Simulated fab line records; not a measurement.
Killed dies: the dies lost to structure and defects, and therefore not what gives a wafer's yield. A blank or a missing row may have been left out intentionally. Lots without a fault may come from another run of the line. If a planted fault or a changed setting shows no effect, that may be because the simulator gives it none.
Which tool is to blame? :: flow n5 finfet :: 24 wafers from 8 lots sampled at 5 of the route's 1938 steps

== WHAT THE GAUGES SHOWED, per wafer ==
N5_BEOL_M4_RC_MEAS_101. Usual: DIBL_N 36.5 mV/V, standard deviation 1.4; DIBL_P 36.5 mV/V, standard deviation 1.6; IOFF_N 0.163 nA/um, standard deviation 0.022; IOFF_P 0.219 nA/um, standard deviation 0.029; ION_N 675 uA/um, standard deviation 8.3; ION_P 464 uA/um, standard deviation 6.2; SS_N 71.5 mV/dec, standard deviation 0.52; SS_P 73.4 mV/dec, standard deviation 0.57; VT_N 249.7 mV, standard deviation 2.6; VT_P -250 mV, standard deviation 3.
lot: L686
measured: day 7 20:59
on: prober-02
DIBL_N (mV/V): 35.8 38.3 36.7
DIBL_P (mV/V): 35.3 37.5 37.0
IOFF_N (nA/um): 0.140 0.177 0.152
IOFF_P (nA/um): 0.185 0.224 0.201
ION_N (uA/um): 661 671 670
ION_P (uA/um): 459 462 465
SS_N (mV/dec): 71.2 72.1 71.2
SS_P (mV/dec): 72.5 73.1 72.9
VT_N (mV): 250.8 248.6 249.0
VT_P (mV): -250 -247 -249
flag: 

lot: L689
measured: day 9 04:06
on: prober-02
DIBL_N (mV/V): 35.5 36.6 34.2
DIBL_P (mV/V): 37.1 38.6 34.9
IOFF_N (nA/um): 0.148 0.168 0.125
IOFF_P (nA/um): 0.205 0.224 0.172
ION_N (uA/um): 671 675 659
ION_P (uA/um): 465 460 456
SS_N (mV/dec): 71.2 71.8 70.9
SS_P (mV/dec): 73.5 73.5 72.6
VT_N (mV): 253.1 249.6 253.6
VT_P (mV): -252 -252 -254
flag: 

lot: L693
measured: day 9 21:19
on: prober-01
DIBL_N (mV/V): 36.9 35.8 36.2
DIBL_P (mV/V): 36.2 35.2 36.4
IOFF_N (nA/um): 0.172 0.154 0.173
IOFF_P (nA/um): 0.197 0.188 0.200
ION_N (uA/um): 666 666 682
ION_P (uA/um): 454 454 462
SS_N (mV/dec): 72.1 70.6 71.4
SS_P (mV/dec): 73.3 73.4 73.0
VT_N (mV): 251.5 250.5 249.3
VT_P (mV): -250 -251 -251
flag: 

lot: L694
measured: day 9 22:42
on: prober-01
DIBL_N (mV/V): 33.8 36.2 35.3
DIBL_P (mV/V): 32.7 35.5 34.8
IOFF_N (nA/um): 0.120 0.155 0.140
IOFF_P (nA/um): 0.196 0.244 0.230
ION_N (uA/um): 666 671 676
ION_P (uA/um): 468 464 472
SS_N (mV/dec): 71.6 71.3 71.5
SS_P (mV/dec): 72.4 73.1 72.8
VT_N (mV): 251.9 249.2 250.8
VT_P (mV): -247 -247 -248
flag: 

lot: L697
measured: day 10 15:59
on: prober-02
DIBL_N (mV/V): 35.2 36.1 38.4
DIBL_P (mV/V): 36.0 36.6 39.9
IOFF_N (nA/um): 0.148 0.172 0.212
IOFF_P (nA/um): 0.232 0.246 0.302
ION_N (uA/um): 675 668 682
ION_P (uA/um): 468 468 472
SS_N (mV/dec): 70.5 71.4 71.5
SS_P (mV/dec): 72.0 72.3 73.9
VT_N (mV): 250.1 247.9 244.5
VT_P (mV): -248 -247 -244
flag: 

lot: L698
measured: day 11 08:19
on: prober-02
DIBL_N (mV/V): 35.3 36.1 35.1
DIBL_P (mV/V): 34.8 35.7 34.3
IOFF_N (nA/um): 0.152 0.169 0.143
IOFF_P (nA/um): 0.225 0.241 0.211
ION_N (uA/um): 682 677 679
ION_P (uA/um): 475 469 467
SS_N (mV/dec): 71.4 71.4 71.5
SS_P (mV/dec): 72.7 73.3 72.6
VT_N (mV): 248.2 247.0 249.3
VT_P (mV): -247 -247 -250
flag: 

lot: L702
measured: day 11 22:12
on: prober-02
DIBL_N (mV/V): 35.7 33.7 35.3
DIBL_P (mV/V): 36.0 32.7 35.5
IOFF_N (nA/um): 0.149 0.110 0.152
IOFF_P (nA/um): 0.210 0.162 0.212
ION_N (uA/um): 663 665 682
ION_P (uA/um): 454 457 468
SS_N (mV/dec): 70.7 70.4 71.2
SS_P (mV/dec): 72.8 72.7 73.4
VT_N (mV): 249.4 255.0 249.5
VT_P (mV): -250 -256 -247
flag: 

lot: L708
measured: day 13 22:22
on: prober-02
DIBL_N (mV/V): 35.7 33.3 35.0
DIBL_P (mV/V): 37.9 34.6 36.6
IOFF_N (nA/um): 0.170 0.127 0.151
IOFF_P (nA/um): 0.230 0.184 0.217
ION_N (uA/um): 681 675 675
ION_P (uA/um): 472 467 465
SS_N (mV/dec): 72.5 71.0 71.1
SS_P (mV/dec): 73.4 72.6 73.3
VT_N (mV): 250.1 252.1 250.0
VT_P (mV): -248 -251 -249
flag: 

== EACH LOT AND THE TOOL THAT RAN IT (in order: tool; ch and the chambers of the sampled wafers; start) ==
lot: L686
N5_MOL_CONTACT_COAG_ETCH_105: rie diel-01 ch 0,3, day 4 19:41
N5_MOL_CONTACT_COAG_ETCH_106: rie diel-01 ch 0,3, day 4 19:43
N5_MOL_CONTACT_COAG_ETCH_110: rie diel-01 ch 0,3, day 4 19:55
N5_MOL_CONTACT_COAG_ALD_27: ald sin-03 ch 0,3, day 5 03:33

lot: L689
N5_MOL_CONTACT_COAG_ETCH_105: rie diel-01 ch 2,3, day 5 13:54
N5_MOL_CONTACT_COAG_ETCH_106: rie diel-01 ch 2,3, day 5 13:56
N5_MOL_CONTACT_COAG_ETCH_110: rie diel-01 ch 2,3, day 5 14:07
N5_MOL_CONTACT_COAG_ALD_27: ald sin-02 ch 0,1, day 5 21:34

lot: L693
N5_MOL_CONTACT_COAG_ETCH_105: rie diel-01 ch 0,2,3, day 6 13:17
N5_MOL_CONTACT_COAG_ETCH_106: rie diel-01 ch 0,2,3, day 6 13:19
N5_MOL_CONTACT_COAG_ETCH_110: rie diel-01 ch 0,2,3, day 6 13:30
N5_MOL_CONTACT_COAG_ALD_27: ald sin-03 ch 1,2, day 6 19:38

lot: L694
N5_MOL_CONTACT_COAG_ETCH_105: rie diel-01 ch 0,2,3, day 6 16:13
N5_MOL_CONTACT_COAG_ETCH_106: rie diel-01 ch 0,2,3, day 6 16:15
N5_MOL_CONTACT_COAG_ETCH_110: rie diel-01 ch 0,2,3, day 6 16:27
N5_MOL_CONTACT_COAG_ALD_27: ald sin-03 ch 0,1,3, day 7 00:58

lot: L697
N5_MOL_CONTACT_COAG_ETCH_105: rie diel-02 ch 0,1,2, day 7 12:14
N5_MOL_CONTACT_COAG_ETCH_106: rie diel-02 ch 0,1,2, day 7 12:16
N5_MOL_CONTACT_COAG_ETCH_110: rie diel-02 ch 0,1,2, day 7 12:28
N5_MOL_CONTACT_COAG_ALD_27: ald sin-03 ch 0,1,2, day 7 21:32

lot: L698
N5_MOL_CONTACT_COAG_ETCH_105: rie diel-05 ch 2,3, day 7 22:30
N5_MOL_CONTACT_COAG_ETCH_106: rie diel-05 ch 2,3, day 7 22:32
N5_MOL_CONTACT_COAG_ETCH_110: rie diel-05 ch 2,3, day 7 22:43
N5_MOL_CONTACT_COAG_ALD_27: ald sin-02 ch 0,2,3, day 8 04:37

lot: L702
N5_MOL_CONTACT_COAG_ETCH_105: rie diel-01 ch 0,2,3, day 8 22:35
N5_MOL_CONTACT_COAG_ETCH_106: rie diel-01 ch 0,2,3, day 8 22:37
N5_MOL_CONTACT_COAG_ETCH_110: rie diel-01 ch 0,2,3, day 8 22:49
N5_MOL_CONTACT_COAG_ALD_27: ald sin-01 ch 0,1, day 9 04:32

lot: L708
N5_MOL_CONTACT_COAG_ETCH_105: rie diel-01 ch 0,2,3, day 10 07:54
N5_MOL_CONTACT_COAG_ETCH_106: rie diel-01 ch 0,2,3, day 10 07:56
N5_MOL_CONTACT_COAG_ETCH_110: rie diel-01 ch 0,2,3, day 10 08:08
N5_MOL_CONTACT_COAG_ALD_27: ald sin-01 ch 0,1,3, day 10 17:41
- N5_MOL_CONTACT_COAG_ETCH_105: etches SiARC in CF4, target depth 15.6 nm, time 26 s.
- N5_MOL_CONTACT_COAG_ETCH_106: etches SOC in N2/H2, target depth 80 nm, overetch 16 nm, time 120 s.
- N5_MOL_CONTACT_COAG_ETCH_110: etches Si in CF4/O2, target depth 2.5 nm, time 8 s.
- N5_MOL_CONTACT_COAG_ALD_27: deposits SiOC, target thk 17 nm, pulse time 1.5 s, time 2720 s.

== WHAT THE TOOLS THEMSELVES READ (means of the sampled wafers that have a number; where no wafer has one, the mark that the record gives instead) ==
N5_MOL_CONTACT_COAG_ETCH_105. Usual: drypump motor current A 5.7 A, standard deviation 0.5; etch rf on time s 26.0 s, standard deviation 0.43; oes product au 0.65 a.u., standard deviation 0.063; rf fwd power W 532.1 W, standard deviation 1.9; rf vpp V 183.7 V, standard deviation 0.92; showerhead plenum p Torr 2.117 Torr, standard deviation 0.029; throttle valve pct 15.68 %, standard deviation 0.27.
lot: L686
tool: rie diel-01
drypump motor current A (A): 5.9
etch rf on time s (s): 26.0
oes product au (a.u.): 0.75
rf fwd power W (W): 531.8
rf vpp V (V): 184.0
showerhead plenum p Torr (Torr): 2.118
throttle valve pct (%): 15.34
flag: 

lot: L689
tool: rie diel-01
drypump motor current A (A): 5.4
etch rf on time s (s): 26.4
oes product au (a.u.): 0.60
rf fwd power W (W): 532.2
rf vpp V (V): 183.4
showerhead plenum p Torr (Torr): 2.124
throttle valve pct (%): 15.98
flag: 

lot: L693
tool: rie diel-01
drypump motor current A (A): 5.7
etch rf on time s (s): 26.4
oes product au (a.u.): 0.66
rf fwd power W (W): 531.6
rf vpp V (V): 183.8
showerhead plenum p Torr (Torr): 2.116
throttle valve pct (%): 15.69
flag: 

lot: L694
tool: rie diel-01
drypump motor current A (A): 5.7
etch rf on time s (s): 26.1
oes product au (a.u.): 0.66
rf fwd power W (W): 532.3
rf vpp V (V): 182.6
showerhead plenum p Torr (Torr): 2.116
throttle valve pct (%): 15.69
flag: 

lot: L697
tool: rie diel-02
drypump motor current A (A): 5.9
etch rf on time s (s): 26.0
oes product au (a.u.): 0.64
rf fwd power W (W): 531.8
rf vpp V (V): 183.0
showerhead plenum p Torr (Torr): 2.119
throttle valve pct (%): 15.69
flag: 

lot: L698
tool: rie diel-05
drypump motor current A (A): 5.4
etch rf on time s (s): 25.6
oes product au (a.u.): 0.62
rf fwd power W (W): 533.0
rf vpp V (V): 183.1
showerhead plenum p Torr (Torr): 2.075
throttle valve pct (%): 15.83
flag: 

lot: L702
tool: rie diel-01
drypump motor current A (A): 5.7
etch rf on time s (s): 26.1
oes product au (a.u.): 0.72
rf fwd power W (W): 529.8
rf vpp V (V): 183.2
showerhead plenum p Torr (Torr): 2.111
throttle valve pct (%): 15.55
flag: 

lot: L708
tool: rie diel-01
drypump motor current A (A): 5.7
etch rf on time s (s): 26.0
oes product au (a.u.): 0.71
rf fwd power W (W): 531.9
rf vpp V (V): 183.9
showerhead plenum p Torr (Torr): 2.107
throttle valve pct (%): 15.57
flag: 

N5_MOL_CONTACT_COAG_ETCH_106. Usual: drypump motor current A 5.7 A, standard deviation 0.5; oes product au 0.68 a.u., standard deviation 0.062; rf fwd power W 836 W, standard deviation 3.1; rf vpp V 522.9 V, standard deviation 1.3; showerhead plenum p Torr 2.51 Torr, standard deviation 0.035; throttle valve pct 17.87 %, standard deviation 0.26.
lot: L686
tool: rie diel-01
drypump motor current A (A): 5.9
oes product au (a.u.): 0.78
rf fwd power W (W): 837
rf vpp V (V): 522.5
showerhead plenum p Torr (Torr): 2.51
throttle valve pct (%): 17.57
flag: 

lot: L689
tool: rie diel-01
drypump motor current A (A): 5.4
oes product au (a.u.): 0.64
rf fwd power W (W): 833
rf vpp V (V): 523.0
showerhead plenum p Torr (Torr): 2.52
throttle valve pct (%): 18.13
flag: 

lot: L693
tool: rie diel-01
drypump motor current A (A): 5.7
oes product au (a.u.): 0.69
rf fwd power W (W): 838
rf vpp V (V): 522.5
showerhead plenum p Torr (Torr): 2.51
throttle valve pct (%): 17.87
flag: 

lot: L694
tool: rie diel-01
drypump motor current A (A): 5.7
oes product au (a.u.): 0.69
rf fwd power W (W): 840
rf vpp V (V): 524.3
showerhead plenum p Torr (Torr): 2.51
throttle valve pct (%): 17.89
flag: 

lot: L697
tool: rie diel-02
drypump motor current A (A): 5.9
oes product au (a.u.): 0.68
rf fwd power W (W): 838
rf vpp V (V): 522.7
showerhead plenum p Torr (Torr): 2.52
throttle valve pct (%): 17.90
flag: 

lot: L698
tool: rie diel-05
drypump motor current A (A): 5.3
oes product au (a.u.): 0.64
rf fwd power W (W): 836
rf vpp V (V): 521.5
showerhead plenum p Torr (Torr): 2.46
throttle valve pct (%): 18.03
flag: 

lot: L702
tool: rie diel-01
drypump motor current A (A): 5.7
oes product au (a.u.): 0.76
rf fwd power W (W): 839
rf vpp V (V): 522.3
showerhead plenum p Torr (Torr): 2.50
throttle valve pct (%): 17.76
flag: 

lot: L708
tool: rie diel-01
drypump motor current A (A): 5.7
oes product au (a.u.): 0.74
rf fwd power W (W): 836
rf vpp V (V): 521.8
showerhead plenum p Torr (Torr): 2.50
throttle valve pct (%): 17.76
flag: 

N5_MOL_CONTACT_COAG_ETCH_110. Usual: drypump motor current A 5.7 A, standard deviation 0.5; oes product au 0.76 a.u., standard deviation 0.073; rf fwd power W 198.2 W, standard deviation 0.9; rf vpp V 127.3 V, standard deviation 1.3; showerhead plenum p Torr 2.199 Torr, standard deviation 0.03; throttle valve pct 10.84 %, standard deviation 0.28.
lot: L686
tool: rie diel-01
drypump motor current A (A): 5.9
oes product au (a.u.): 0.87
rf fwd power W (W): 197.9
rf vpp V (V): 127.5
showerhead plenum p Torr (Torr): 2.199
throttle valve pct (%): 10.46
flag: 

lot: L689
tool: rie diel-01
drypump motor current A (A): 5.4
oes product au (a.u.): 0.71
rf fwd power W (W): 197.7
rf vpp V (V): 127.0
showerhead plenum p Torr (Torr): 2.206
throttle valve pct (%): 11.16
flag: 

lot: L693
tool: rie diel-01
drypump motor current A (A): 5.7
oes product au (a.u.): 0.77
rf fwd power W (W): 197.5
rf vpp V (V): 127.5
showerhead plenum p Torr (Torr): 2.198
throttle valve pct (%): 10.85
flag: 

lot: L694
tool: rie diel-01
drypump motor current A (A): 5.7
oes product au (a.u.): 0.77
rf fwd power W (W): 198.2
rf vpp V (V): 127.1
showerhead plenum p Torr (Torr): 2.198
throttle valve pct (%): 10.85
flag: 

lot: L697
tool: rie diel-02
drypump motor current A (A): 5.9
oes product au (a.u.): 0.75
rf fwd power W (W): 198.2
rf vpp V (V): 126.8
showerhead plenum p Torr (Torr): 2.201
throttle valve pct (%): 10.83
flag: 

lot: L698
tool: rie diel-05
drypump motor current A (A): 5.3
oes product au (a.u.): 0.73
rf fwd power W (W): 199.0
rf vpp V (V): 127.4
showerhead plenum p Torr (Torr): 2.156
throttle valve pct (%): 10.99
flag: 

lot: L702
tool: rie diel-01
drypump motor current A (A): 5.7
oes product au (a.u.): 0.85
rf fwd power W (W): 198.3
rf vpp V (V): 128.6
showerhead plenum p Torr (Torr): 2.192
throttle valve pct (%): 10.65
flag: 

lot: L708
tool: rie diel-01
drypump motor current A (A): 5.7
oes product au (a.u.): 0.83
rf fwd power W (W): 197.9
rf vpp V (V): 128.1
showerhead plenum p Torr (Torr): 2.188
throttle valve pct (%): 10.69
flag: 

N5_MOL_CONTACT_COAG_ALD_27. Usual: heater power w 825 W, standard deviation 68; precursor pulse height rel 1.000, standard deviation 0.018; run length s 2769.7 s, standard deviation 0.47.
lot: L686
tool: ald sin-03
heater power w (W): 883
precursor pulse height rel: 1.012
run length s (s): 2769.5
flag: 

lot: L689
tool: ald sin-02
heater power w (W): 790
precursor pulse height rel: 1.013
run length s (s): 2770.0
flag: 

lot: L693
tool: ald sin-03
heater power w (W): 854
precursor pulse height rel: 0.983
run length s (s): 1857.4
flag: OFF

lot: L694
tool: ald sin-03
heater power w (W): 871
precursor pulse height rel: 0.997
run length s (s): 1857.5
flag: OFF

lot: L697
tool: ald sin-03
heater power w (W): 858
precursor pulse height rel: 1.003
run length s (s): 2313.7
flag: OFF

lot: L698
tool: ald sin-02
heater power w (W): 759
precursor pulse height rel: 1.005
run length s (s): 2770.0
flag: 

lot: L702
tool: ald sin-01
heater power w (W): 795
precursor pulse height rel: 0.981
run length s (s): 2769.3
flag: 

lot: L708
tool: ald sin-01
heater power w (W): 857
precursor pulse height rel: 1.004
run length s (s): 2769.8
flag: 

== THE ANSWER, worked out from the rows above alone ==
Rule: lot off if the mean of its wafers having a number is beyond 3 standard deviations from the usual mean. Also off: a lot with no number at a reading for which 4 or more lots have one. Where the step has rows for the other lots, those lots are counted as sound. After the gauges, taken in route order, come the tools' own readings; for these a lot's mean is taken, as printed above. The first step at which some lot is off is used, and at that step the reading that is off furthest; a lot without a number counts as furthest.
Off: L693, L694, L697 (N5_MOL_CONTACT_COAG_ALD_27, run length s).
If a tool, at that step or one of the process steps before it, ran each lot that is off and ran no sound lot following the first of them, it fits. One fits: ald sin-03 at N5_MOL_CONTACT_COAG_ALD_27. A fault onset in the window from L686 (day 5 03:33, its last sound lot) to L693 (day 6 19:38, its first lot off) fits.
On the lots that are off, the tool's own readings at N5_MOL_CONTACT_COAG_ALD_27 differ by more than 5 times the standard deviation of the sound lots' means, which bears it out; run length s reads 2009.5 s there versus 2769.7 s on the sound lots.

== WHAT THE SIMULATOR HAD PUT IN ==
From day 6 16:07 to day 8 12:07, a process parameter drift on ald sin-03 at N5_MOL_CONTACT_COAG_ALD_27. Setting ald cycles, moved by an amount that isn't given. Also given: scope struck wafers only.
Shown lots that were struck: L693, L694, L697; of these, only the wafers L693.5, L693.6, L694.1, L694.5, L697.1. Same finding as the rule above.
